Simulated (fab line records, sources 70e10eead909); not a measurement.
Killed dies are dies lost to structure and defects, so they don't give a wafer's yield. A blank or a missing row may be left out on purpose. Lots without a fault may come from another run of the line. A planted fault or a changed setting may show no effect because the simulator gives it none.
fab line records | flow nand_harc
record lots=5 wafers=14 last_day=24
route steps=1159 shown A_M0@1023 A_M1@1026 END@1159
lots that met no fault: from a run of the same line without faults
start_h: hours from the record's first day to the start of the lot's first wafer shown | wait_h: hours since the lot's step before | " the same as in the row above | L1.1+2: a row that stands for several wafers | - no value, or no start given | * or withheld: withheld | < > ~ a bound
route shown NAME@n: a module of which the file shows steps, and the number in the route of the first | usual: mean/standard deviation of fault-free wafers | same: alike in all rows | chamber/n: place in a boat | sites: the reading at each site | _std_site: their standard deviation | _edge_site: outer sites' mean less inner sites' | radius_mm: how far each site lies from the wafer's centre | mask NAME#n: copy n | behind: the tool/chamber that last shaped the wafer | hold: why the lot was held/for how many hours/how that ended | device: the transistor (n, p or np) that didn't switch | end of line: the same wafers' tests at the end of the route | a step without rows: its recipe alone | killed: dies lost to structure and defects at the first sort, not the wafer's yield | map: a wafer's dies, x killed, . not, _ none there
set.NAME: the setting as run; set.NAME@STEP: as run at that earlier step | model.NAME: the simulator's own value behind a step, which no gauge read
lots at some steps of the route; a table a step, a row a wafer
services: from which hour (start_h, from the record's first day; less than 0 if before it) a tool's chamber was out of use, for how many hours, and why
## steps
# step NHARC_A_M0_INSPECT_27
# usual raw_defect_count=469/120
# columns lot.wafer tool chamber start_h wait_h raw_defect_count
L662.3 defect_inspect-01 - 402.98 0.0 349
L662.4 " - " " 633
L662.6 " - " " 333
L665.1 defect_inspect-01 - 410.06 0.0 592
L665.3 " - " " 429
L665.5 " - " " 381
L672.2 defect_inspect-01 - 455.30 0.0 345
L672.5 " - " " 418
L672.6 " - " " 387
L677.4 defect_inspect-01 - 494.37 0.0 542
L677.5 " - " " 385
L685.2 defect_inspect-01 - 543.62 0.0 540
L685.3 " - " " 464
L685.6 " - " " 654
# step NHARC_A_M0_PRE_CLEAN_31
# recipe time_s=12 temp_c=370 rf_power_w=300 gas=NH3
# usual heater_power_w=650/89 rf_fwd_power_W=292.4/0.88
# columns lot.wafer tool chamber start_h wait_h heater_power_w rf_fwd_power_W
L662.3 pecvd-04 1 403.07 0.1 790 291.7
L662.4 " 2 " " 668 291.7
L662.6 " 0 " " 684 292.1
L665.3 pecvd-03 2 410.14 0.1 583 292.4
L665.1 " 0 " " 543 292.6
L665.5 " 1 " " 627 292.2
L672.2 pecvd-04 1 455.38 0.1 691 293.5
L672.6 " 0 " " 683 292.4
L672.5 " 2 " " 775 292.2
L677.4 pecvd-03 1 494.47 0.1 601 293.3
L677.5 " 2 " " 543 293.4
L685.2 pecvd-04 0 543.69 0.1 687 292.4
L685.3 " 2 " " 802 292.0
L685.6 " 2 " " 797 291.9
# step NHARC_A_M0_DEP_32
# recipe target_thk_a=300 temp_c=370 target_thk_nm=30 pressure_torr=3 flow_sccm=200 rf_w=450 material=SiCN
# usual heater_power_w=591/81 rf_fwd_power_W=448.9/1.4
# columns lot.wafer tool chamber start_h wait_h heater_power_w rf_fwd_power_W
L662.3 pecvd-04 1 403.21 0.1 745 449.0
L662.4 " 2 " " 677 450.8
L662.6 " 0 " " 615 448.8
L665.3 pecvd-03 2 410.25 0.1 496 449.9
L665.1 " 0 " " 531 450.7
L665.5 " 1 " " 510 448.8
L672.2 pecvd-04 1 455.49 0.1 699 450.8
L672.6 " 0 " " 643 448.5
L672.5 " 2 " " 647 450.2
L677.4 pecvd-03 1 494.64 0.2 607 449.3
L677.5 " 2 " " 477 448.1
L685.2 pecvd-04 0 543.77 0.1 534 448.4
L685.3 " 2 " " 650 451.0
L685.6 " 2 " " 657 451.5
# step NHARC_A_M1_DEP_00
# recipe target_thk_a=1825 target_thk_nm=182.5 temp_c=withheld pressure_torr=5 flow_sccm=200 rf_w=600 material=SiOC
# step NHARC_A_M1_DEHYDRATE_01
# recipe temp_c=150 time_s=120
# step NHARC_A_M1_HMDS_02
# recipe time_s=30
# step NHARC_A_M1_COAT_34
# recipe temp_c=200 time_s=65
# step NHARC_A_M1_COAT_03
# recipe spin_rpm=1500 resist_thk_nm=90
# step NHARC_A_M1_SOFTBAKE_04
# recipe temp_c=105 time_s=55
# step NHARC_A_M1_EBR_05
# step NHARC_A_M1_EXPOSE_06
# recipe na=1.35 target_cd_nm=120 dose_mj=75.13 mask_id=A_M1
# step NHARC_A_M1_PEB_07
# recipe peb_temp_c=100 peb_time_s=65
# usual chill_plate_temp_C=23.00/0.094 heater_power_total_W=156.6/0.41
# columns lot.wafer tool chamber start_h wait_h chill_plate_temp_C heater_power_total_W
L662.3 litho_track-04 0 404.30 0.0 22.94 157.1
L662.4 " 0 " " 22.91 156.2
L662.6 " 0 " " 22.96 156.4
L665.1 litho_track-06 0 411.37 0.1 22.88 156.4
L665.3 " 0 " " 23.02 156.6
L665.5 " 0 " " 22.94 157.1
L672.2 litho_track-01 0 456.61 0.1 22.99 156.1
L672.5 " 0 " " 22.97 156.9
L672.6 " 0 " " 23.05 156.2
L677.4 litho_track-01 0 495.68 0.0 23.05 157.1
L677.5 " 0 " " 23.28 156.2
L685.2 litho_track-06 0 544.81 0.1 23.05 157.1
L685.3 " 0 " " 22.98 157.2
L685.6 " 0 " " 22.89 156.2
# step NHARC_A_M1_DEVELOP_08
# recipe develop_time_s=35 dev_temp_c=23
# step NHARC_A_M1_CD_MEAS_09
# recipe target_cd_nm=120 landing_energy_ev=500
# usual cd_nm=120.2/0.64
# columns lot.wafer tool chamber start_h wait_h cd_nm
L662.3 cd_sem-01 0 404.38 - 119.8
L662.4 " 0 " " 120.0
L662.6 " 0 " " 119.8
L665.1 cd_sem-02 0 411.45 - 121.0
L665.3 " 0 " " 120.4
L665.5 " 0 " " 119.6
L672.2 cd_sem-02 0 456.69 - 120.1
L672.5 " 0 " " 120.2
L672.6 " 0 " " 120.0
L677.4 cd_sem-01 0 495.77 - 120.7
L677.5 " 0 " " 141.4
L685.2 cd_sem-02 0 544.89 - 117.9
L685.3 " 0 " " 118.5
L685.6 " 0 " " 118.5
# step NHARC_A_M1_OVL_MEAS_10
# recipe pitch_nm=240
# usual overlay_x_nm=0.1/0.91 overlay_y_nm=0.1/0.76
# columns lot.wafer tool chamber start_h wait_h overlay_x_nm overlay_y_nm
L662.3 overlay-02 - 404.46 - -0.4 -1.9
L662.4 " - " " -0.2 -1.5
L662.6 " - " " -0.2 -1.4
L665.1 overlay-02 - 411.54 - 1.1 0.8
L665.3 " - " " 1.8 0.9
L665.5 " - " " 1.4 0.5
L672.2 overlay-02 - 456.78 - 0.3 -0.6
L672.5 " - " " 0.3 -0.6
L672.6 " - " " 0.3 -0.1
L677.4 overlay-02 - 495.85 - 1.4 -0.3
L677.5 " - " " 1.4 -0.5
L685.2 overlay-01 - 544.98 - -1.9 1.3
L685.3 " - " " -1.8 0.2
L685.6 " - " " -1.6 0.4
# step NHARC_A_M1_INSPECT_11
# usual raw_defect_count=29/12
# columns lot.wafer tool chamber start_h wait_h raw_defect_count
L662.3 defect_inspect-01 - 404.50 0.0 24
L662.4 " - " " 34
L662.6 " - " " 33
L665.1 defect_inspect-01 - 411.58 0.0 46
L665.3 " - " " 39
L665.5 " - " " 23
L672.2 defect_inspect-02 - 456.81 0.0 23
L672.5 " - " " 22
L672.6 " - " " 25
L677.4 defect_inspect-01 - 495.88 0.0 35
L677.5 " - " " 32
L685.2 defect_inspect-01 - 545.02 0.0 15
L685.3 " - " " 10
L685.6 " - " " 10
# step NHARC_A_M1_DESCUM_14
# recipe time_s=3 o2_flow_sccm=200 ar_flow_sccm=0 bias_power_w=0 chemistry=O2
# usual chamber_pressure_mTorr=60.01/0.054 drypump_motor_current_A=5.6/0.45 oes_product_au=1.000/0.0073 rf_vpp_V=57.6/0.92 showerhead_plenum_p_Torr=1.89/0.081 throttle_valve_pct=11.312/0.0087
# columns lot.wafer tool chamber start_h wait_h chamber_pressure_mTorr drypump_motor_current_A oes_product_au rf_hours_counter_h rf_vpp_V showerhead_plenum_p_Torr throttle_valve_pct model.A_M1.cd_nm
L662.3 rie_diel-10 3 404.56 0.1 60.00 5.6 1.008 4.2 57.4 1.80 11.306 119.6
L662.4 " 2 " " 60.01 4.8 1.001 3.3 57.6 1.98 11.307 119.5
L662.6 " 0 " " 60.07 5.9 1.004 - 57.8 1.81 11.313 119.4
L665.1 rie_diel-10 1 411.64 0.1 59.99 6.4 0.998 3.7 58.0 1.96 11.311 120.8
L665.3 " 3 " " 59.97 5.5 1.004 4.3 57.3 1.80 11.320 120.2
L665.5 " 1 " " 59.98 6.4 0.991 - 58.7 1.96 11.317 120.1
L672.2 rie_diel-12 0 456.90 0.1 60.13 6.0 1.005 1.5 57.6 1.97 11.300 120.1
L672.6 " 1 " " 60.04 5.5 0.993 - 57.6 1.82 11.307 120.2
L672.5 " 2 " " 60.09 5.7 0.990 - 57.6 1.79 11.323 120.2
L677.4 rie_diel-10 0 495.97 0.1 59.94 5.9 1.000 9.3 56.5 1.81 11.317 120.3
L677.5 " 2 " " 59.92 4.7 0.993 - 57.5 1.98 11.309 141.4
L685.3 rie_diel-12 3 545.08 0.1 59.99 6.0 0.982 4.0 55.8 1.93 11.297 118.4
L685.2 " 1 " " 59.95 5.5 0.991 3.9 57.8 1.82 11.320 118.8
L685.6 " 3 " " 60.13 5.9 0.994 - 57.1 1.93 11.320 118.9
# step NHARC_A_M1_ETCH_35
# recipe target_depth_a=400 overetch_a=120 time_s=43.94 ion_energy_ev=200 n2_flow_sccm=150 h2_flow_sccm=150 ar_flow_sccm=0 rf_w=400 bias_w=150 chemistry=N2/H2
# usual chamber_pressure_mTorr=30.004/0.026 drypump_motor_current_A=5.7/0.4 oes_product_au=1.000/0.0075 rf_fwd_power_W=395.8/1.4 rf_vpp_V=429.5/2.5 showerhead_plenum_p_Torr=2.00/0.086 throttle_valve_pct=14.171/0.0083
# columns lot.wafer tool chamber start_h wait_h chamber_pressure_mTorr drypump_motor_current_A oes_product_au rf_fwd_power_W rf_hours_counter_h rf_vpp_V showerhead_plenum_p_Torr throttle_valve_pct
L662.3 rie_diel-10 0 404.65 0.1 30.010 5.9 1.003 397.7 4.3 425.9 1.93 14.174
L662.4 " 3 " " 29.986 5.5 0.999 397.2 4.2 427.4 1.92 14.165
L662.6 " 1 " " 30.031 6.4 1.001 397.2 - 431.2 2.09 14.179
L665.3 rie_diel-10 0 411.73 0.1 30.022 5.9 1.004 394.0 4.5 427.1 1.93 14.171
L665.1 " 2 " " 30.032 4.7 0.998 395.6 3.5 434.0 2.11 14.169
L665.5 " 0 " " 30.009 5.9 1.012 397.1 - 427.5 1.93 14.160
L672.2 rie_diel-12 1 456.97 0.1 30.046 5.5 0.990 397.0 1.2 428.6 1.94 14.174
L672.5 " 2 " " 30.017 5.7 0.981 395.6 - 428.4 1.91 14.173
L672.6 " 3 " " 29.987 6.0 0.981 393.6 - 430.5 2.05 14.166
L677.4 rie_diel-10 2 496.05 0.1 29.988 4.7 0.995 394.3 8.3 432.7 2.11 14.183
L677.5 " 0 " " 30.010 5.9 1.011 396.0 - 426.1 1.93 14.177
L685.2 rie_diel-12 3 545.16 0.1 29.999 6.0 1.000 393.4 4.0 431.1 2.05 14.170
L685.3 " 0 " " 30.021 6.0 0.995 396.9 4.0 432.1 2.10 14.173
L685.6 " 0 " " 30.013 6.0 0.995 396.8 - 431.5 2.10 14.175
# step NHARC_A_M1_ETCH_15
# recipe target_depth_a=1825 time_s=91.2 c4f8_flow_sccm=withheld ar_flow_sccm=400 rf_w=600 bias_w=300 chemistry=C4F8/Ar
# usual chamber_pressure_mTorr=25.003/0.024 oes_product_au=0.949/0.021 rf_fwd_power_W=596.4/2 rf_vpp_V=440.2/2.6
# columns lot.wafer tool chamber start_h wait_h chamber_pressure_mTorr oes_product_au rf_fwd_power_W rf_hours_counter_h rf_vpp_V
L662.4 rie_diel-10 3 - - 25.007 0.968 596.8 4.2 437.8
L662.3 " 0 " " 25.021 0.963 596.3 4.3 438.0
L662.6 " 2 " " 24.973 0.975 595.7 - 442.5
L665.3 rie_diel-10 3 - - 24.957 0.930 598.4 4.4 436.6
L665.1 " 0 " " 25.061 0.932 596.8 4.5 438.3
L665.5 " 2 " " 25.050 0.933 599.3 - 442.1
L672.2 rie_diel-12 2 - - 25.008 0.966 596.4 1.3 438.3
L672.6 " 3 " " 24.985 0.972 593.8 - 441.5
L672.5 " 0 " " 25.046 0.980 596.7 - 440.7
L677.4 rie_diel-10 2 - - 24.984 0.953 595.5 8.3 441.3
L677.5 " 1 " " 24.994 0.956 597.3 - 442.8
L685.3 rie_diel-12 3 - - 25.023 0.951 593.7 4.0 441.4
L685.2 " 1 " " 25.009 0.958 595.8 3.9 438.0
L685.6 " 3 " " 24.977 0.953 594.3 - 441.5
# step NHARC_A_M1_CD_MEAS_16
# usual cd_nm=120.1/0.61
# columns lot.wafer tool chamber start_h wait_h cd_nm
L662.3 cd_sem-02 - 404.87 - 119.8
L662.4 " - " " 119.2
L662.6 " - " " 119.0
L665.1 cd_sem-02 - 411.95 - 120.9
L665.3 " - " " 120.1
L665.5 " - " " 120.0
L672.2 cd_sem-02 - 457.18 - 120.3
L672.5 " - " " 120.3
L672.6 " - " " 120.0
L677.4 cd_sem-01 - 496.27 - 120.1
L677.5 " - " " 141.5
L685.2 cd_sem-02 - 545.38 - 119.1
L685.3 " - " " 118.8
L685.6 " - " " 119.5
# step NHARC_A_M1_STRIP_18
# recipe power_w=1000 n2_flow_sccm=150 h2_flow_sccm=150 ar_flow_sccm=0 bias_w=0 chemistry=N2/H2
# usual chamber_pressure_mTorr=30.001/0.027 drypump_motor_current_A=5.7/0.38 oes_product_au=1.001/0.0071 rf_fwd_power_W=998/3.1 rf_vpp_V=90.5/0.93 showerhead_plenum_p_Torr=2.01/0.088 throttle_valve_pct=14.173/0.0087
# columns lot.wafer tool chamber start_h wait_h chamber_pressure_mTorr drypump_motor_current_A oes_product_au rf_fwd_power_W rf_hours_counter_h rf_vpp_V showerhead_plenum_p_Torr throttle_valve_pct
L662.3 rie_diel-11 3 404.99 0.1 29.976 5.4 0.993 995 2.2 92.1 2.12 14.163
L662.4 " 0 " " 30.020 5.9 0.997 999 1.8 90.9 2.12 14.179
L662.6 " 2 " " 29.989 5.1 0.999 1000 - 90.1 1.89 14.180
L665.3 rie_diel-11 2 412.05 0.1 30.001 5.1 0.993 997 2.3 90.6 1.89 14.183
L665.1 " 0 " " 29.993 5.9 1.006 1001 2.2 90.6 2.12 14.185
L665.5 " 2 " " 29.951 5.1 1.003 997 - 90.3 1.89 14.176
L672.2 rie_diel-12 3 457.28 0.1 29.985 6.0 0.995 996 1.6 93.2 2.05 14.160
L672.6 " 2 " " 29.981 5.7 1.004 998 - 89.9 1.91 14.178
L672.5 " 3 " " 30.032 6.0 0.991 996 - 89.8 2.05 14.177
L677.4 rie_diel-10 1 496.35 0.1 30.012 6.4 1.004 1000 8.9 91.3 2.08 14.175
L677.5 " 1 " " 29.958 6.4 1.000 999 - 90.8 2.08 14.185
L685.3 rie_diel-10 1 545.46 0.1 29.973 6.4 1.009 1000 0.7 90.0 2.08 14.170
L685.2 " 2 " " 30.033 4.7 1.008 992 0.6 91.9 2.11 14.167
L685.6 " 2 " " 30.017 4.7 0.998 996 - 90.8 2.11 14.165
# step NHARC_A_M1_ETCH_28
# recipe target_depth_a=300 over_etch_frac=0.3 time_s=72.99 ion_energy_ev=150 cf4_flow_sccm=50 n2_flow_sccm=100 ar_flow_sccm=150 rf_w=300 bias_w=100 chemistry=CF4/N2
# usual chamber_pressure_mTorr=30.003/0.026 drypump_motor_current_A=5.6/0.39 oes_product_au=1.000/0.0072 rf_fwd_power_W=297.6/1.1 rf_vpp_V=313.5/2 showerhead_plenum_p_Torr=2.59/0.11 throttle_valve_pct=19.794/0.0092
# columns lot.wafer tool chamber start_h wait_h chamber_pressure_mTorr drypump_motor_current_A oes_product_au rf_fwd_power_W rf_hours_counter_h rf_vpp_V showerhead_plenum_p_Torr throttle_valve_pct model.A_M1.cd_nm
L662.4 rie_diel-11 2 - - 30.004 5.1 0.993 297.8 2.0 311.8 2.45 19.812 119
L662.3 " 0 " " 30.010 5.9 0.999 296.9 1.9 316.7 2.72 19.797 119.8
L662.6 " 3 " " 30.010 5.4 0.993 297.1 - 315.4 2.72 19.793 119.6
L665.1 rie_diel-11 3 - - 30.052 5.4 0.996 298.6 2.5 316.4 2.72 19.778 121.3
L665.3 " 0 " " 30.006 5.9 0.999 299.8 2.3 316.9 2.72 19.786 120.3
L665.5 " 1 " " 30.000 5.8 1.002 297.8 - 312.6 2.56 19.788 120.2
L672.2 rie_diel-12 3 - - 30.004 6.0 0.994 296.5 1.6 316.3 2.64 19.802 120.8
L672.6 " 2 " " 29.961 5.7 0.992 298.9 - 310.1 2.47 19.786 119.8
L672.5 " 3 " " 30.016 6.0 0.999 295.9 - 314.4 2.64 19.792 120.9
L677.4 rie_diel-10 2 - - 30.039 4.7 1.006 298.6 8.3 316.0 2.71 19.797 120.6
L677.5 " 2 " " 30.008 4.7 1.008 298.0 - 315.7 2.71 19.790 141.2
L685.2 rie_diel-10 2 - - 29.987 4.7 0.999 295.9 0.7 315.0 2.71 19.799 119.1
L685.3 " 0 " " 30.043 5.9 1.007 299.9 1.0 312.8 2.49 19.786 119.6
L685.6 " 1 " " 30.024 6.4 1.008 297.0 - 315.0 2.68 19.778 119.8
# step NHARC_A_M1_STRIP_19
# recipe time_s=600 temp_c=30 chemistry=post_etch_residue_remover
# step NHARC_END_SORT_01
# recipe temp_c=25
# usual defect_limited_yield=95.6/1.3 killed_at_array=26/8.6 killed_at_other=0.7/0.97 killed_at_periphery=3.2/2.2 killed_dies=30/8.9 killed_open=3.1/1.8 killed_short=2.2/1.8 sort_bin_2_pct=1.4/0.58 sort_bin_3_pct=0.24/0.18 sort_bin_4_pct=2.8/0.9 sort_n_pass=647/8.9 sort_rim_yield_pct=95.5/2.5 sort_yield_pct=95.6/1.3
# same gross_dies=677 sort_bin_5_pct[%]=0 sort_bin_6_pct[%]=0 sort_bin_7_pct[%]=0 sort_bin_8_pct[%]=0 sort_rim_n_gross=106.00
# columns lot.wafer tool chamber start_h wait_h defect_limited_yield[%] killed_at_array killed_at_other killed_at_periphery killed_dies killed_open killed_short sort_bin_2_pct[%] sort_bin_3_pct[%] sort_bin_4_pct[%] sort_n_pass sort_rim_yield_pct[%] sort_yield_pct[%]
L662.3 prober-01 0 443.98 3.1 95.7 23 3 3 29 3 3 1.5 0.30 2.5 648 97.2 95.7
L662.4 prober-01 0 444.76 3.4 94.7 32 0 4 36 2 1 1.6 0.30 3.4 641 89.6 94.7
L662.6 prober-01 0 446.34 3.9 94.7 27 1 8 36 2 1 1.9 0.30 3.1 641 96.2 94.7
L665.1 prober-01 0 450.15 2.5 93.1 43 2 2 47 2 3 1.5 0.30 5.2 630 91.5 93.1
L665.3 prober-01 0 451.78 3.1 93.4 36 0 9 45 1 4 3.1 0 3.5 632 87.7 93.4
L665.5 prober-01 0 453.40 3.8 95.9 25 1 2 28 3 2 0.9 0.15 3.1 649 97.2 95.9
L672.2 prober-02 0 498.42 2.8 96.5 23 0 1 24 4 1 1.2 0.30 2.1 653 100.0 96.5
L672.5 prober-02 0 500.82 3.7 95.9 25 0 3 28 4 3 1.0 0.15 3.0 649 97.2 95.9
L672.6 prober-02 0 501.62 4.0 96.0 24 0 3 27 3 1 0.9 0 3.1 650 98.1 96.0
L677.4 prober-01 0 542.88 3.4 96.0 25 1 1 27 3 0 1.3 0.15 2.5 650 93.4 96.0
L677.5 prober-01 0 543.67 3.7 96.0 25 0 2 27 3 1 1.9 0.15 1.9 650 93.4 96.0
L685.2 prober-01 0 581.26 2.8 97.6 12 2 2 16 4 0 0.9 0 1.5 661 98.1 97.6
L685.3 prober-01 0 582.06 3.1 97.6 12 1 3 16 6 1 0.9 0.15 1.3 661 98.1 97.6
L685.6 prober-01 0 584.45 4.0 96.6 13 1 9 23 8 3 0.7 0.15 2.5 654 96.2 96.6
# killed by level:class
L662.3 A_CHANNEL_HOLE_D1:chamber_film_flake=13 A_SLIT:chamber_film_flake=3 P_STI:chamber_film_flake=2 A_WL_FILL:chamber_film_flake=2 THIN_TSV:chamber_film_flake=2 P_CONTACT:geometric_particle:short=1 A_CHANNEL_HOLE_D1:geometric_particle:open=1 A_WL_FILL:geometric_particle:open=1
L662.4 A_CHANNEL_HOLE_D1:chamber_film_flake=15 A_SLIT:chamber_film_flake=8 A_STAIRCASE:chamber_film_flake=3 P_STI:chamber_film_flake=2 A_WL_FILL:chamber_film_flake=2 P_GATE:geometric_particle:open=1 A_CHANNEL_HOLE_D1:geometric_particle:short=1 A_SGD_CUT:geometric_particle:open=1
L662.6 A_CHANNEL_HOLE_D1:chamber_film_flake=13 A_SLIT:chamber_film_flake=6 P_STI:chamber_film_flake=5 A_STAIRCASE:chamber_film_flake=2 A_WL_FILL:chamber_film_flake=2 A_CONTACT:chamber_film_flake=2 P_CONTACT:geometric_particle:open=1 P_M0:geometric_particle:open=1
L665.1 A_SLIT:chamber_film_flake=13 A_CHANNEL_HOLE_D1:chamber_film_flake=8 A_CHANNEL_FILL_D1:chamber_film_flake=5 A_CONTACT:chamber_film_flake=5 A_WL_FILL:chamber_film_flake=4 A_STAIRCASE:chamber_film_flake=3 A_M0:geometric_particle:short=2 THIN_TSV:chamber_film_flake=2
L665.3 A_CHANNEL_HOLE_D1:chamber_film_flake=15 A_SLIT:chamber_film_flake=13 P_CONTACT:chamber_film_flake=6 A_WL_FILL:chamber_film_flake=3 P_CONTACT:geometric_particle:short=1 P_M0:geometric_particle:short=1 A_SGD_CUT:geometric_particle:short=1 A_BLC:geometric_particle:open=1
L665.5 A_SLIT:chamber_film_flake=8 A_CHANNEL_HOLE_D1:chamber_film_flake=8 A_CHANNEL_FILL_D1:geometric_particle:short=2 A_CHANNEL_FILL_D1:chamber_film_flake=2 P_M0:geometric_particle:open=1 A_CHANNEL_FILL_D1:geometric_particle:open=1 A_M1:geometric_particle:open=1 P_CONTACT:chamber_film_flake=1
L672.2 A_CHANNEL_HOLE_D1:chamber_film_flake=6 A_STAIRCASE:chamber_film_flake=4 A_WL_FILL:chamber_film_flake=3 A_CONTACT:chamber_film_flake=3 A_SLIT:chamber_film_flake=2 A_ONON_D1:geometric_particle:open=1 A_CHANNEL_FILL_D1:geometric_particle:open=1 A_STAIRCASE:geometric_particle:short=1
L672.5 A_CHANNEL_HOLE_D1:chamber_film_flake=7 A_CONTACT:chamber_film_flake=4 A_STAIRCASE:chamber_film_flake=4 A_CHANNEL_FILL_D1:geometric_particle:short=3 A_CONTACT:geometric_particle:open=2 P_M0:chamber_film_flake=2 A_SLIT:chamber_film_flake=2 A_WL_FILL:chamber_film_flake=2
L672.6 A_CHANNEL_HOLE_D1:chamber_film_flake=7 A_STAIRCASE:chamber_film_flake=6 A_SLIT:chamber_film_flake=3 A_WL_FILL:chamber_film_flake=3 A_CONTACT:chamber_film_flake=2 P_M0:geometric_particle:open=1 P_M2:geometric_particle:short=1 A_CHANNEL_FILL_D1:geometric_particle:open=1
L677.4 A_CHANNEL_HOLE_D1:chamber_film_flake=14 A_CONTACT:chamber_film_flake=6 A_CONTACT:geometric_particle:open=2 A_BLC:chamber_film_flake=2 A_WL_FILL:geometric_particle:open=1 P_GATE:chamber_film_flake=1 HYBRID_BOND:chamber_film_flake=1
L677.5 A_CHANNEL_HOLE_D1:chamber_film_flake=17 A_CONTACT:chamber_film_flake=5 P_CONTACT:geometric_particle:open=1 P_M0:geometric_particle:open=1 A_CHANNEL_FILL_D1:geometric_particle:open=1 A_CONTACT:geometric_particle:short=1 A_STAIRCASE:chamber_film_flake=1
L685.2 A_CONTACT:chamber_film_flake=5 A_WL_FILL:chamber_film_flake=2 P_GATE:geometric_particle:open=1 A_CHANNEL_HOLE_D1:geometric_particle:open=1 A_M1:geometric_particle:open=1 STARTING-WAFER:geometric_particle:open=1 P_GATE:chamber_film_flake=1 A_CHANNEL_HOLE_D1:unspecified=1
L685.3 A_CONTACT:chamber_film_flake=4 A_STAIRCASE:chamber_film_flake=2 P_CONTACT:geometric_particle:open=1 P_M0:geometric_particle:open=1 P_M1:geometric_particle:open=1 A_CHANNEL_HOLE_D1:geometric_particle:short=1 A_CHANNEL_FILL_D1:geometric_particle:open=1 A_WL_FILL:geometric_particle:open=1
L685.6 P_M1:geometric_particle:open=3 A_CHANNEL_HOLE_D1:unspecified=3 P_M0:chamber_film_flake=2 P_BONDPAD:chamber_film_flake=2 A_CHANNEL_HOLE_D1:chamber_film_flake=2 A_CONTACT:chamber_film_flake=2 P_CONTACT:geometric_particle:open=1 P_M0:geometric_particle:open=1
## services
# columns tool chamber start_h hours kind
rie_diel-12 - 379.51 9.0 pm
pecvd-04 - 386.99 13.0 pm
rie_diel-10 0 387.00 - clean
rie_diel-10 1 387.00 - clean
rie_diel-10 2 387.00 - clean
rie_diel-10 3 387.00 - clean
pecvd-03 - 402.28 0.4 repair
rie_diel-10 0 411.50 - clean
rie_diel-11 2 427.88 8.1 repair
rie_diel-11 3 433.79 7.4 repair
litho_track-01 - 443.00 7.0 pm
rie_diel-10 - 452.47 0.6 repair
rie_diel-11 0 455.08 2.8 repair
rie_diel-10 1 458.11 7.9 repair
rie_diel-10 - 460.29 3.4 repair
rie_diel-11 0 462.87 3.9 repair
litho_track-06 - 467.00 7.0 pm
rie_diel-12 - 470.29 0.4 repair
pecvd-03 - 473.14 13.0 pm
rie_diel-10 0 473.41 1.3 repair
litho_track-04 - 491.00 7.0 pm
rie_diel-12 0 521.28 2.5 repair
rie_diel-10 - 530.50 9.0 pm
rie_diel-11 - 543.50 9.0 pm
## key
first_sign step=NHARC_A_M1_CD_MEAS_09 reading=cd_nm direction=up sigmas=33 usual=120.2 struck=141.4
effect step=NHARC_A_M1_CD_MEAS_16 reading=cd_nm direction=up sigmas=35 usual=120.1 struck=141.5
model_effect step=NHARC_A_M1_DESCUM_14 value=A_M1.cd_nm without=121 struck=141.4
model_effect step=NHARC_A_M1_ETCH_28 value=A_M1.cd_nm without=120.8 struck=141.2
met_at NHARC_A_M1_PEB_07
struck_wafers L677.5
onset_between 456.61 495.68
fault kind=process_parameter_drift tool=litho_track-01 chamber=- onset_h=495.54 steps=NHARC_A_M1_PEB_07 channel=peb_time_s offset=* shape=step end_h=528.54 scope=struck_wafers_only acts_in=* stated=*
